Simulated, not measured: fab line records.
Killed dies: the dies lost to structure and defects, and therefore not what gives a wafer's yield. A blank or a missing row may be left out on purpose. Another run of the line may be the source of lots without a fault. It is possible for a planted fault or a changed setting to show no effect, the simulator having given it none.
fab line records / flow n5-finfet
record: lots: 14 wafers: 40 last-day: 19
route steps=1938 shown BEOL_M12@1646 BEOL_M13@1667
lots untouched by any fault: they come from a run of this same line in which no faults occurred
start-h: the number of hours between the record's first day and the start of the first shown wafer of the lot / wait-h: time in hours since the lot's previous step / " as in the row above / L1.1+2: a single row standing in for several wafers / - either no value or no given start / * or withheld: withheld / < > ~ a bound
route shown NAME@n: names a module that has steps shown in the file, with the first one's number in the route / usual: mean and standard deviation over wafers with no fault / same: alike in all rows / chamber/n: place in a boat / sites: the reading at each site / _std_site: the standard deviation of these / _edge_site: the outer-site mean with the inner-site mean subtracted / radius-mm: for every site, how far away it sits from the centre of the wafer / mask NAME#n: copy n / behind: tool/chamber where the wafer was last shaped / hold: why the lot went on hold/how many hours it stayed there/how the hold came to an end / device: which transistor (n, p or np) failed to switch / end of line: the same wafers' tests at the end of the route / a step with no rows: only its recipe / killed: at the first sort, the dies lost to defects and structure; wafer yield is something else / map: a wafer's dies, x killed, . not, _ none there
set.NAME: the run value of the setting; set.NAME@STEP: its run value at that earlier step / model.NAME: the simulator's own value behind a step, which no gauge read
the route's steps for a sample of lots (tables are steps, rows are wafers)
services: the hour from which a tool's chamber was out of use, counted from the record's first day as start-h (under 0 if before that day), plus the number of hours and why
== steps ==
step: N5_BEOL_M12_DEGAS_41
recipe: ambient: vacuum temp-c: 250 time-s: 60
usual: heater-power-w: 343/47
lot.wafer=L869.2 tool=pvd-sputter-01 chamber=- start-h=249.55 wait-h=0.2 heater-power-w=461
lot.wafer=L869.4 tool=pvd-sputter-01 chamber=- start-h=249.55 wait-h=0.2 heater-power-w=306
lot.wafer=L869.5 tool=pvd-sputter-01 chamber=- start-h=249.55 wait-h=0.2 heater-power-w=308
lot.wafer=L870.1 tool=pvd-sputter-01 chamber=- start-h=253.58 wait-h=0.1 heater-power-w=356
lot.wafer=L870.3 tool=pvd-sputter-01 chamber=- start-h=253.58 wait-h=0.1 heater-power-w=340
lot.wafer=L870.5 tool=pvd-sputter-01 chamber=- start-h=253.58 wait-h=0.1 heater-power-w=461
lot.wafer=L871.1 tool=pvd-sputter-01 chamber=- start-h=265.19 wait-h=0.8 heater-power-w=363
lot.wafer=L871.2 tool=pvd-sputter-01 chamber=- start-h=265.19 wait-h=0.8 heater-power-w=450
lot.wafer=L871.6 tool=pvd-sputter-01 chamber=- start-h=265.19 wait-h=0.8 heater-power-w=455
lot.wafer=L874.3 tool=pvd-sputter-01 chamber=- start-h=282.38 wait-h=0.6 heater-power-w=454
lot.wafer=L874.4 tool=pvd-sputter-01 chamber=- start-h=282.38 wait-h=0.6 heater-power-w=346
lot.wafer=L874.6 tool=pvd-sputter-01 chamber=- start-h=282.38 wait-h=0.6 heater-power-w=452
lot.wafer=L878.1 tool=pvd-sputter-01 chamber=- start-h=282.70 wait-h=0.4 heater-power-w=308
lot.wafer=L878.2 tool=pvd-sputter-01 chamber=- start-h=282.70 wait-h=0.4 heater-power-w=441
lot.wafer=L878.3 tool=pvd-sputter-01 chamber=- start-h=282.70 wait-h=0.4 heater-power-w=337
lot.wafer=L884.3 tool=pvd-sputter-02 chamber=- start-h=337.69 wait-h=0.4 heater-power-w=308
lot.wafer=L884.4 tool=pvd-sputter-02 chamber=- start-h=337.69 wait-h=0.4 heater-power-w=401
lot.wafer=L884.6 tool=pvd-sputter-02 chamber=- start-h=337.69 wait-h=0.4 heater-power-w=304
lot.wafer=L887.1 tool=pvd-sputter-01 chamber=- start-h=342.63 wait-h=2.1 heater-power-w=349
lot.wafer=L887.4 tool=pvd-sputter-01 chamber=- start-h=342.63 wait-h=2.1 heater-power-w=340
lot.wafer=L887.5 tool=pvd-sputter-01 chamber=- start-h=342.63 wait-h=2.1 heater-power-w=301
lot.wafer=L885.1 tool=pvd-sputter-03 chamber=- start-h=344.12 wait-h=0.0 heater-power-w=326
lot.wafer=L885.4 tool=pvd-sputter-03 chamber=- start-h=344.12 wait-h=0.0 heater-power-w=311
lot.wafer=L885.6 tool=pvd-sputter-03 chamber=- start-h=344.12 wait-h=0.0 heater-power-w=308
lot.wafer=L886.1 tool=pvd-sputter-03 chamber=- start-h=346.92 wait-h=0.7 heater-power-w=307
lot.wafer=L886.4 tool=pvd-sputter-03 chamber=- start-h=346.92 wait-h=0.7 heater-power-w=317
lot.wafer=L889.2 tool=pvd-sputter-03 chamber=- start-h=353.06 wait-h=0.1 heater-power-w=323
lot.wafer=L889.5 tool=pvd-sputter-03 chamber=- start-h=353.06 wait-h=0.1 heater-power-w=317
lot.wafer=L889.6 tool=pvd-sputter-03 chamber=- start-h=353.06 wait-h=0.1 heater-power-w=310
lot.wafer=L888.1 tool=pvd-sputter-02 chamber=- start-h=358.13 wait-h=0.3 heater-power-w=362
lot.wafer=L888.4 tool=pvd-sputter-02 chamber=- start-h=358.13 wait-h=0.3 heater-power-w=304
lot.wafer=L888.5 tool=pvd-sputter-02 chamber=- start-h=358.13 wait-h=0.3 heater-power-w=308
lot.wafer=L890.1 tool=pvd-sputter-01 chamber=- start-h=383.08 wait-h=0.4 heater-power-w=449
lot.wafer=L890.3 tool=pvd-sputter-01 chamber=- start-h=383.08 wait-h=0.4 heater-power-w=349
lot.wafer=L890.4 tool=pvd-sputter-01 chamber=- start-h=383.08 wait-h=0.4 heater-power-w=352
lot.wafer=L892.1 tool=pvd-sputter-02 chamber=- start-h=390.07 wait-h=0.3 heater-power-w=284
lot.wafer=L892.2 tool=pvd-sputter-02 chamber=- start-h=390.07 wait-h=0.3 heater-power-w=353
lot.wafer=L892.5 tool=pvd-sputter-02 chamber=- start-h=390.07 wait-h=0.3 heater-power-w=287
lot.wafer=L891.4 tool=pvd-sputter-03 chamber=- start-h=412.01 wait-h=2.7 heater-power-w=359
lot.wafer=L891.5 tool=pvd-sputter-03 chamber=- start-h=412.01 wait-h=2.7 heater-power-w=319
step: N5_BEOL_M13_DEVELOP_09
recipe: develop-time-s: 45 rinse-liquid: diw dry: air-spin dev-temp-c: 21
usual: chill-plate-temp-C: 23.01/0.11 develop-time-s: 45/0
lot.wafer=L869.2 tool=litho-track-01 chamber=0 start-h=252.22 wait-h=- chill-plate-temp-C=22.86 develop-time-s=45
lot.wafer=L869.4 tool=litho-track-01 chamber=0 start-h=252.22 wait-h=- chill-plate-temp-C=22.90 develop-time-s=45
lot.wafer=L869.5 tool=litho-track-01 chamber=0 start-h=252.22 wait-h=- chill-plate-temp-C=22.89 develop-time-s=45
lot.wafer=L870.1 tool=litho-track-01 chamber=0 start-h=255.28 wait-h=- chill-plate-temp-C=22.94 develop-time-s=45
lot.wafer=L870.3 tool=litho-track-01 chamber=0 start-h=255.28 wait-h=- chill-plate-temp-C=22.93 develop-time-s=45
lot.wafer=L870.5 tool=litho-track-01 chamber=0 start-h=255.28 wait-h=- chill-plate-temp-C=22.83 develop-time-s=45
lot.wafer=L871.1 tool=litho-track-01 chamber=0 start-h=267.02 wait-h=- chill-plate-temp-C=23.10 develop-time-s=45
lot.wafer=L871.2 tool=litho-track-01 chamber=0 start-h=267.02 wait-h=- chill-plate-temp-C=22.84 develop-time-s=45
lot.wafer=L871.6 tool=litho-track-01 chamber=0 start-h=267.02 wait-h=- chill-plate-temp-C=23.00 develop-time-s=45
lot.wafer=L874.3 tool=litho-track-01 chamber=- start-h=284.29 wait-h=- chill-plate-temp-C=- develop-time-s=-
lot.wafer=L874.4 tool=litho-track-01 chamber=- start-h=284.29 wait-h=- chill-plate-temp-C=- develop-time-s=-
lot.wafer=L874.6 tool=litho-track-01 chamber=- start-h=284.29 wait-h=- chill-plate-temp-C=- develop-time-s=-
lot.wafer=L878.1 tool=litho-track-05 chamber=- start-h=285.01 wait-h=- chill-plate-temp-C=- develop-time-s=-
lot.wafer=L878.2 tool=litho-track-05 chamber=- start-h=285.01 wait-h=- chill-plate-temp-C=- develop-time-s=-
lot.wafer=L878.3 tool=litho-track-05 chamber=- start-h=285.01 wait-h=- chill-plate-temp-C=- develop-time-s=-
lot.wafer=L884.3 tool=litho-track-05 chamber=0 start-h=339.37 wait-h=- chill-plate-temp-C=23.18 develop-time-s=45
lot.wafer=L884.4 tool=litho-track-05 chamber=0 start-h=339.37 wait-h=- chill-plate-temp-C=23.34 develop-time-s=45
lot.wafer=L884.6 tool=litho-track-05 chamber=0 start-h=339.37 wait-h=- chill-plate-temp-C=23.11 develop-time-s=45
lot.wafer=L887.1 tool=litho-track-03 chamber=0 start-h=344.38 wait-h=- chill-plate-temp-C=22.97 develop-time-s=45
lot.wafer=L887.4 tool=litho-track-03 chamber=0 start-h=344.38 wait-h=- chill-plate-temp-C=23.04 develop-time-s=45
lot.wafer=L887.5 tool=litho-track-03 chamber=0 start-h=344.38 wait-h=- chill-plate-temp-C=23.08 develop-time-s=45
lot.wafer=L885.1 tool=litho-track-05 chamber=0 start-h=345.81 wait-h=- chill-plate-temp-C=22.91 develop-time-s=45
lot.wafer=L885.4 tool=litho-track-05 chamber=0 start-h=345.81 wait-h=- chill-plate-temp-C=22.95 develop-time-s=45
lot.wafer=L885.6 tool=litho-track-05 chamber=0 start-h=345.81 wait-h=- chill-plate-temp-C=23.10 develop-time-s=45
lot.wafer=L886.1 tool=litho-track-03 chamber=0 start-h=348.61 wait-h=- chill-plate-temp-C=22.95 develop-time-s=45
lot.wafer=L886.4 tool=litho-track-03 chamber=0 start-h=348.61 wait-h=- chill-plate-temp-C=23.07 develop-time-s=45
lot.wafer=L889.2 tool=litho-track-01 chamber=0 start-h=354.82 wait-h=- chill-plate-temp-C=22.90 develop-time-s=45
lot.wafer=L889.5 tool=litho-track-01 chamber=0 start-h=354.82 wait-h=- chill-plate-temp-C=22.97 develop-time-s=45
lot.wafer=L889.6 tool=litho-track-01 chamber=0 start-h=354.82 wait-h=- chill-plate-temp-C=23.03 develop-time-s=45
lot.wafer=L888.1 tool=litho-track-03 chamber=0 start-h=360.27 wait-h=- chill-plate-temp-C=23.17 develop-time-s=45
lot.wafer=L888.4 tool=litho-track-03 chamber=0 start-h=360.27 wait-h=- chill-plate-temp-C=23.08 develop-time-s=45
lot.wafer=L888.5 tool=litho-track-03 chamber=0 start-h=360.27 wait-h=- chill-plate-temp-C=22.87 develop-time-s=45
lot.wafer=L890.1 tool=litho-track-01 chamber=0 start-h=384.80 wait-h=- chill-plate-temp-C=22.77 develop-time-s=45
lot.wafer=L890.3 tool=litho-track-01 chamber=0 start-h=384.80 wait-h=- chill-plate-temp-C=23.03 develop-time-s=45
lot.wafer=L890.4 tool=litho-track-01 chamber=0 start-h=384.80 wait-h=- chill-plate-temp-C=23.03 develop-time-s=45
lot.wafer=L892.1 tool=litho-track-05 chamber=0 start-h=391.88 wait-h=- chill-plate-temp-C=23.09 develop-time-s=45
lot.wafer=L892.2 tool=litho-track-05 chamber=0 start-h=391.88 wait-h=- chill-plate-temp-C=23.23 develop-time-s=45
lot.wafer=L892.5 tool=litho-track-05 chamber=0 start-h=391.88 wait-h=- chill-plate-temp-C=23.17 develop-time-s=45
lot.wafer=L891.4 tool=litho-track-05 chamber=0 start-h=413.76 wait-h=- chill-plate-temp-C=23.15 develop-time-s=45
lot.wafer=L891.5 tool=litho-track-05 chamber=0 start-h=413.76 wait-h=- chill-plate-temp-C=22.99 develop-time-s=45
step: N5_BEOL_M13_OVL_MEAS_11
recipe: points-per-wafer: 44
usual: V12_OVL: -3/5.5
lot.wafer=L869.2 tool=overlay-01 chamber=0 start-h=252.36 wait-h=0.0 V12_OVL[nm]=0
lot.wafer=L869.4 tool=overlay-01 chamber=0 start-h=252.36 wait-h=0.0 V12_OVL[nm]=-5
lot.wafer=L869.5 tool=overlay-01 chamber=0 start-h=252.36 wait-h=0.0 V12_OVL[nm]=-3
lot.wafer=L870.1 tool=overlay-01 chamber=0 start-h=255.42 wait-h=0.0 V12_OVL[nm]=0
lot.wafer=L870.3 tool=overlay-01 chamber=0 start-h=255.42 wait-h=0.0 V12_OVL[nm]=-3
lot.wafer=L870.5 tool=overlay-01 chamber=0 start-h=255.42 wait-h=0.0 V12_OVL[nm]=3
lot.wafer=L871.1 tool=overlay-02 chamber=0 start-h=267.16 wait-h=0.0 V12_OVL[nm]=6
lot.wafer=L871.2 tool=overlay-02 chamber=0 start-h=267.16 wait-h=0.0 V12_OVL[nm]=-1
lot.wafer=L871.6 tool=overlay-02 chamber=0 start-h=267.16 wait-h=0.0 V12_OVL[nm]=-9
lot.wafer=L874.3 tool=overlay-01 chamber=0 start-h=284.44 wait-h=0.0 V12_OVL[nm]=-
lot.wafer=L874.4 tool=overlay-01 chamber=0 start-h=284.44 wait-h=0.0 V12_OVL[nm]=-
lot.wafer=L874.6 tool=overlay-01 chamber=0 start-h=284.44 wait-h=0.0 V12_OVL[nm]=-
lot.wafer=L878.1 tool=overlay-01 chamber=0 start-h=285.16 wait-h=0.0 V12_OVL[nm]=-
lot.wafer=L878.2 tool=overlay-01 chamber=0 start-h=285.16 wait-h=0.0 V12_OVL[nm]=-
lot.wafer=L878.3 tool=overlay-01 chamber=0 start-h=285.16 wait-h=0.0 V12_OVL[nm]=-
lot.wafer=L884.3 tool=overlay-02 chamber=0 start-h=339.51 wait-h=0.0 V12_OVL[nm]=3
lot.wafer=L884.4 tool=overlay-02 chamber=0 start-h=339.51 wait-h=0.0 V12_OVL[nm]=-7
lot.wafer=L884.6 tool=overlay-02 chamber=0 start-h=339.51 wait-h=0.0 V12_OVL[nm]=-9
lot.wafer=L887.1 tool=overlay-01 chamber=0 start-h=344.52 wait-h=0.0 V12_OVL[nm]=-2
lot.wafer=L887.4 tool=overlay-01 chamber=0 start-h=344.52 wait-h=0.0 V12_OVL[nm]=-4
lot.wafer=L887.5 tool=overlay-01 chamber=0 start-h=344.52 wait-h=0.0 V12_OVL[nm]=0
lot.wafer=L885.1 tool=overlay-01 chamber=0 start-h=345.95 wait-h=0.0 V12_OVL[nm]=0
lot.wafer=L885.4 tool=overlay-01 chamber=0 start-h=345.95 wait-h=0.0 V12_OVL[nm]=2
lot.wafer=L885.6 tool=overlay-01 chamber=0 start-h=345.95 wait-h=0.0 V12_OVL[nm]=-2
lot.wafer=L886.1 tool=overlay-01 chamber=0 start-h=348.75 wait-h=0.0 V12_OVL[nm]=3
lot.wafer=L886.4 tool=overlay-01 chamber=0 start-h=348.75 wait-h=0.0 V12_OVL[nm]=1
lot.wafer=L889.2 tool=overlay-02 chamber=0 start-h=354.96 wait-h=0.0 V12_OVL[nm]=-4
lot.wafer=L889.5 tool=overlay-02 chamber=0 start-h=354.96 wait-h=0.0 V12_OVL[nm]=-12
lot.wafer=L889.6 tool=overlay-02 chamber=0 start-h=354.96 wait-h=0.0 V12_OVL[nm]=-16
lot.wafer=L888.1 tool=overlay-01 chamber=0 start-h=360.41 wait-h=0.0 V12_OVL[nm]=1
lot.wafer=L888.4 tool=overlay-01 chamber=0 start-h=360.41 wait-h=0.0 V12_OVL[nm]=-1
lot.wafer=L888.5 tool=overlay-01 chamber=0 start-h=360.41 wait-h=0.0 V12_OVL[nm]=-5
lot.wafer=L890.1 tool=overlay-01 chamber=0 start-h=384.94 wait-h=0.0 V12_OVL[nm]=10
lot.wafer=L890.3 tool=overlay-01 chamber=0 start-h=384.94 wait-h=0.0 V12_OVL[nm]=-7
lot.wafer=L890.4 tool=overlay-01 chamber=0 start-h=384.94 wait-h=0.0 V12_OVL[nm]=0
lot.wafer=L892.1 tool=overlay-02 chamber=0 start-h=392.02 wait-h=0.0 V12_OVL[nm]=-2
lot.wafer=L892.2 tool=overlay-02 chamber=0 start-h=392.02 wait-h=0.0 V12_OVL[nm]=1
lot.wafer=L892.5 tool=overlay-02 chamber=0 start-h=392.02 wait-h=0.0 V12_OVL[nm]=4
lot.wafer=L891.4 tool=overlay-01 chamber=0 start-h=413.90 wait-h=0.0 V12_OVL[nm]=-7
lot.wafer=L891.5 tool=overlay-01 chamber=0 start-h=413.90 wait-h=0.0 V12_OVL[nm]=-4
step: N5_BEOL_M13_STRIP_63
recipe: chemistry: N2/H2 power-w: 1000 temp-c: 250 h2-frac: 0.65 overash-fraction: 0.3 pressure-mtorr: 1000 n2-flow-sccm: 1750 h2-flow-sccm: 3250
usual: chamber-pressure-mTorr: 1000.0/0.92 drypump-motor-current-A: 5.2/0.32 heater-power-w: 332/42 n2-flow-sccm: 1751/5.2 oes-product-au: 0.675/0.0048 strip-time-to-endpoint-s: 28.5/1.3
lot.wafer=L869.2 tool=plasma-asher-01 chamber=1 start-h=252.99 wait-h=- chamber-pressure-mTorr=1000.0 drypump-motor-current-A=4.9 heater-power-w=341 n2-flow-sccm=1748 oes-product-au=0.672 rf-hours-counter-h=121 strip-time-to-endpoint-s=26.2
lot.wafer=L869.4 tool=plasma-asher-01 chamber=1 start-h=252.99 wait-h=- chamber-pressure-mTorr=999.5 drypump-motor-current-A=4.9 heater-power-w=337 n2-flow-sccm=1749 oes-product-au=0.676 rf-hours-counter-h=- strip-time-to-endpoint-s=26.6
lot.wafer=L869.5 tool=plasma-asher-01 chamber=1 start-h=252.99 wait-h=- chamber-pressure-mTorr=1000.6 drypump-motor-current-A=4.9 heater-power-w=337 n2-flow-sccm=1761 oes-product-au=0.669 rf-hours-counter-h=- strip-time-to-endpoint-s=28.3
lot.wafer=L870.1 tool=plasma-asher-01 chamber=1 start-h=255.80 wait-h=- chamber-pressure-mTorr=1000.4 drypump-motor-current-A=4.9 heater-power-w=328 n2-flow-sccm=1751 oes-product-au=0.670 rf-hours-counter-h=122 strip-time-to-endpoint-s=26.6
lot.wafer=L870.3 tool=plasma-asher-01 chamber=0 start-h=255.80 wait-h=- chamber-pressure-mTorr=1001.0 drypump-motor-current-A=5.0 heater-power-w=369 n2-flow-sccm=1767 oes-product-au=0.678 rf-hours-counter-h=- strip-time-to-endpoint-s=30.1
lot.wafer=L870.5 tool=plasma-asher-01 chamber=1 start-h=255.80 wait-h=- chamber-pressure-mTorr=999.3 drypump-motor-current-A=4.9 heater-power-w=332 n2-flow-sccm=1746 oes-product-au=0.671 rf-hours-counter-h=- strip-time-to-endpoint-s=27.2
lot.wafer=L871.1 tool=plasma-asher-02 chamber=0 start-h=267.54 wait-h=- chamber-pressure-mTorr=1000.7 drypump-motor-current-A=5.7 heater-power-w=349 n2-flow-sccm=1746 oes-product-au=0.679 rf-hours-counter-h=71 strip-time-to-endpoint-s=29.6
lot.wafer=L871.2 tool=plasma-asher-02 chamber=1 start-h=267.54 wait-h=- chamber-pressure-mTorr=999.6 drypump-motor-current-A=5.4 heater-power-w=255 n2-flow-sccm=1753 oes-product-au=0.672 rf-hours-counter-h=71 strip-time-to-endpoint-s=30.7
lot.wafer=L871.6 tool=plasma-asher-02 chamber=1 start-h=267.54 wait-h=- chamber-pressure-mTorr=1000.5 drypump-motor-current-A=5.4 heater-power-w=264 n2-flow-sccm=1755 oes-product-au=0.674 rf-hours-counter-h=- strip-time-to-endpoint-s=28.4
lot.wafer=L874.3 tool=plasma-asher-01 chamber=0 start-h=284.91 wait-h=- chamber-pressure-mTorr=1000.5 drypump-motor-current-A=4.9 heater-power-w=376 n2-flow-sccm=1743 oes-product-au=0.679 rf-hours-counter-h=- strip-time-to-endpoint-s=30.7
lot.wafer=L874.4 tool=plasma-asher-01 chamber=1 start-h=284.91 wait-h=- chamber-pressure-mTorr=1000.4 drypump-motor-current-A=4.9 heater-power-w=328 n2-flow-sccm=1750 oes-product-au=0.681 rf-hours-counter-h=- strip-time-to-endpoint-s=32.1
lot.wafer=L874.6 tool=plasma-asher-01 chamber=1 start-h=284.91 wait-h=- chamber-pressure-mTorr=998.8 drypump-motor-current-A=4.9 heater-power-w=337 n2-flow-sccm=1757 oes-product-au=0.682 rf-hours-counter-h=- strip-time-to-endpoint-s=30.0
lot.wafer=L878.1 tool=plasma-asher-01 chamber=0 start-h=285.54 wait-h=- chamber-pressure-mTorr=999.3 drypump-motor-current-A=4.9 heater-power-w=370 n2-flow-sccm=1760 oes-product-au=0.682 rf-hours-counter-h=128 strip-time-to-endpoint-s=34.4
lot.wafer=L878.2 tool=plasma-asher-01 chamber=1 start-h=285.54 wait-h=- chamber-pressure-mTorr=999.5 drypump-motor-current-A=4.9 heater-power-w=341 n2-flow-sccm=1742 oes-product-au=0.683 rf-hours-counter-h=128 strip-time-to-endpoint-s=33.2
lot.wafer=L878.3 tool=plasma-asher-01 chamber=1 start-h=285.54 wait-h=- chamber-pressure-mTorr=1001.3 drypump-motor-current-A=4.9 heater-power-w=329 n2-flow-sccm=1752 oes-product-au=0.684 rf-hours-counter-h=- strip-time-to-endpoint-s=32.2
lot.wafer=L884.3 tool=plasma-asher-02 chamber=1 start-h=340.02 wait-h=- chamber-pressure-mTorr=999.6 drypump-motor-current-A=5.4 heater-power-w=259 n2-flow-sccm=1745 oes-product-au=0.670 rf-hours-counter-h=- strip-time-to-endpoint-s=28.6
lot.wafer=L884.4 tool=plasma-asher-02 chamber=0 start-h=340.02 wait-h=- chamber-pressure-mTorr=999.6 drypump-motor-current-A=5.7 heater-power-w=353 n2-flow-sccm=1750 oes-product-au=0.679 rf-hours-counter-h=- strip-time-to-endpoint-s=29.3
lot.wafer=L884.6 tool=plasma-asher-02 chamber=1 start-h=340.02 wait-h=- chamber-pressure-mTorr=1000.8 drypump-motor-current-A=5.4 heater-power-w=264 n2-flow-sccm=1745 oes-product-au=0.675 rf-hours-counter-h=- strip-time-to-endpoint-s=28.3
lot.wafer=L887.1 tool=plasma-asher-01 chamber=1 start-h=344.90 wait-h=- chamber-pressure-mTorr=1000.7 drypump-motor-current-A=4.9 heater-power-w=337 n2-flow-sccm=1741 oes-product-au=0.674 rf-hours-counter-h=138 strip-time-to-endpoint-s=29.7
lot.wafer=L887.4 tool=plasma-asher-01 chamber=0 start-h=344.90 wait-h=- chamber-pressure-mTorr=1000.6 drypump-motor-current-A=4.9 heater-power-w=367 n2-flow-sccm=1760 oes-product-au=0.674 rf-hours-counter-h=- strip-time-to-endpoint-s=27.7
lot.wafer=L887.5 tool=plasma-asher-01 chamber=1 start-h=344.90 wait-h=- chamber-pressure-mTorr=999.5 drypump-motor-current-A=4.9 heater-power-w=337 n2-flow-sccm=1747 oes-product-au=0.685 rf-hours-counter-h=- strip-time-to-endpoint-s=28.9
lot.wafer=L885.1 tool=plasma-asher-01 chamber=0 start-h=346.33 wait-h=- chamber-pressure-mTorr=999.4 drypump-motor-current-A=4.9 heater-power-w=371 n2-flow-sccm=1750 oes-product-au=0.684 rf-hours-counter-h=139 strip-time-to-endpoint-s=28.0
lot.wafer=L885.4 tool=plasma-asher-01 chamber=1 start-h=346.33 wait-h=- chamber-pressure-mTorr=999.2 drypump-motor-current-A=4.9 heater-power-w=332 n2-flow-sccm=1740 oes-product-au=0.673 rf-hours-counter-h=- strip-time-to-endpoint-s=26.1
lot.wafer=L885.6 tool=plasma-asher-01 chamber=0 start-h=346.33 wait-h=- chamber-pressure-mTorr=1001.0 drypump-motor-current-A=4.9 heater-power-w=364 n2-flow-sccm=1755 oes-product-au=0.683 rf-hours-counter-h=- strip-time-to-endpoint-s=27.1
lot.wafer=L886.1 tool=plasma-asher-02 chamber=0 start-h=349.13 wait-h=- chamber-pressure-mTorr=1000.3 drypump-motor-current-A=5.7 heater-power-w=355 n2-flow-sccm=1749 oes-product-au=0.671 rf-hours-counter-h=89 strip-time-to-endpoint-s=30.1
lot.wafer=L886.4 tool=plasma-asher-02 chamber=1 start-h=349.13 wait-h=- chamber-pressure-mTorr=999.1 drypump-motor-current-A=5.4 heater-power-w=262 n2-flow-sccm=1757 oes-product-au=0.676 rf-hours-counter-h=- strip-time-to-endpoint-s=28.2
lot.wafer=L889.2 tool=plasma-asher-01 chamber=1 start-h=355.34 wait-h=- chamber-pressure-mTorr=1002.2 drypump-motor-current-A=4.9 heater-power-w=334 n2-flow-sccm=1751 oes-product-au=0.677 rf-hours-counter-h=141 strip-time-to-endpoint-s=28.6
lot.wafer=L889.5 tool=plasma-asher-01 chamber=0 start-h=355.34 wait-h=- chamber-pressure-mTorr=1002.5 drypump-motor-current-A=4.9 heater-power-w=374 n2-flow-sccm=1751 oes-product-au=0.665 rf-hours-counter-h=- strip-time-to-endpoint-s=26.9
lot.wafer=L889.6 tool=plasma-asher-01 chamber=1 start-h=355.34 wait-h=- chamber-pressure-mTorr=1000.6 drypump-motor-current-A=4.9 heater-power-w=333 n2-flow-sccm=1742 oes-product-au=0.674 rf-hours-counter-h=- strip-time-to-endpoint-s=29.1
lot.wafer=L888.1 tool=plasma-asher-02 chamber=0 start-h=360.97 wait-h=- chamber-pressure-mTorr=999.1 drypump-motor-current-A=5.7 heater-power-w=350 n2-flow-sccm=1747 oes-product-au=0.675 rf-hours-counter-h=92 strip-time-to-endpoint-s=28.5
lot.wafer=L888.4 tool=plasma-asher-02 chamber=0 start-h=360.97 wait-h=- chamber-pressure-mTorr=1001.1 drypump-motor-current-A=5.7 heater-power-w=358 n2-flow-sccm=1744 oes-product-au=0.672 rf-hours-counter-h=- strip-time-to-endpoint-s=28.1
lot.wafer=L888.5 tool=plasma-asher-02 chamber=1 start-h=360.97 wait-h=- chamber-pressure-mTorr=1001.4 drypump-motor-current-A=5.4 heater-power-w=255 n2-flow-sccm=1748 oes-product-au=0.666 rf-hours-counter-h=- strip-time-to-endpoint-s=26.2
lot.wafer=L890.1 tool=plasma-asher-02 chamber=0 start-h=385.32 wait-h=- chamber-pressure-mTorr=1000.4 drypump-motor-current-A=5.7 heater-power-w=356 n2-flow-sccm=1753 oes-product-au=0.681 rf-hours-counter-h=96 strip-time-to-endpoint-s=28.5
lot.wafer=L890.3 tool=plasma-asher-02 chamber=1 start-h=385.32 wait-h=- chamber-pressure-mTorr=1000.6 drypump-motor-current-A=5.4 heater-power-w=259 n2-flow-sccm=1746 oes-product-au=0.674 rf-hours-counter-h=- strip-time-to-endpoint-s=27.6
lot.wafer=L890.4 tool=plasma-asher-02 chamber=0 start-h=385.32 wait-h=- chamber-pressure-mTorr=999.5 drypump-motor-current-A=5.7 heater-power-w=358 n2-flow-sccm=1752 oes-product-au=0.673 rf-hours-counter-h=- strip-time-to-endpoint-s=27.9
lot.wafer=L892.1 tool=plasma-asher-02 chamber=0 start-h=392.40 wait-h=- chamber-pressure-mTorr=1001.9 drypump-motor-current-A=5.7 heater-power-w=360 n2-flow-sccm=1752 oes-product-au=0.686 rf-hours-counter-h=97 strip-time-to-endpoint-s=29.2
lot.wafer=L892.2 tool=plasma-asher-02 chamber=1 start-h=392.40 wait-h=- chamber-pressure-mTorr=1001.0 drypump-motor-current-A=5.4 heater-power-w=260 n2-flow-sccm=1748 oes-product-au=0.673 rf-hours-counter-h=97 strip-time-to-endpoint-s=27.4
lot.wafer=L892.5 tool=plasma-asher-02 chamber=0 start-h=392.40 wait-h=- chamber-pressure-mTorr=1001.0 drypump-motor-current-A=5.7 heater-power-w=355 n2-flow-sccm=1750 oes-product-au=0.669 rf-hours-counter-h=- strip-time-to-endpoint-s=27.9
lot.wafer=L891.4 tool=plasma-asher-01 chamber=1 start-h=414.30 wait-h=- chamber-pressure-mTorr=999.1 drypump-motor-current-A=4.9 heater-power-w=336 n2-flow-sccm=1741 oes-product-au=0.664 rf-hours-counter-h=- strip-time-to-endpoint-s=26.8
lot.wafer=L891.5 tool=plasma-asher-01 chamber=0 start-h=414.30 wait-h=- chamber-pressure-mTorr=999.5 drypump-motor-current-A=4.9 heater-power-w=369 n2-flow-sccm=1747 oes-product-au=0.680 rf-hours-counter-h=- strip-time-to-endpoint-s=28.4
== services ==
tool=plasma-asher-02 chamber=- start-h=234.46 hours=1.5 kind=repair
tool=plasma-asher-01 chamber=- start-h=321.48 hours=10.5 kind=repair
tool=plasma-asher-02 chamber=- start-h=340.56 hours=5.3 kind=repair
tool=pvd-sputter-01 chamber=- start-h=354.49 hours=2.5 kind=repair
tool=plasma-asher-02 chamber=- start-h=369.46 hours=0.3 kind=repair
tool=plasma-asher-02 chamber=- start-h=374.94 hours=2.8 kind=pm
== key ==
first-sign: step: N5_BEOL_M13_DEVELOP_09 reading: tool-record direction: missing
effect none on later readings
met-at N5_BEOL_M13_DEVELOP_09
struck-lots L874,L878
later-rows-left-out L874.3,L874.4,L874.6,L878.1,L878.2,L878.3
sort-left-out L874.3,L874.4,L874.6,L878.1,L878.2,L878.3
not-acting-at N5_BEOL_M12_DEGAS_41,N5_BEOL_M13_OVL_MEAS_11,N5_BEOL_M13_STRIP_63
onset-between 267.02 284.29
fault: kind: skipped-step-whole tool: litho-track-01,litho-track-05 chamber: - onset-h: 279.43 steps: N5_BEOL_M13_DEVELOP_09 scope: struck-lots-only
sort-left-out: the simulated sort isn't trusted on such a fault, so these wafers' sort isn't shown, and their yield isn't known
later-rows-left-out: the simulator's readings of these wafers behind a module that went badly wrong aren't trusted and aren't shown, but for the sort
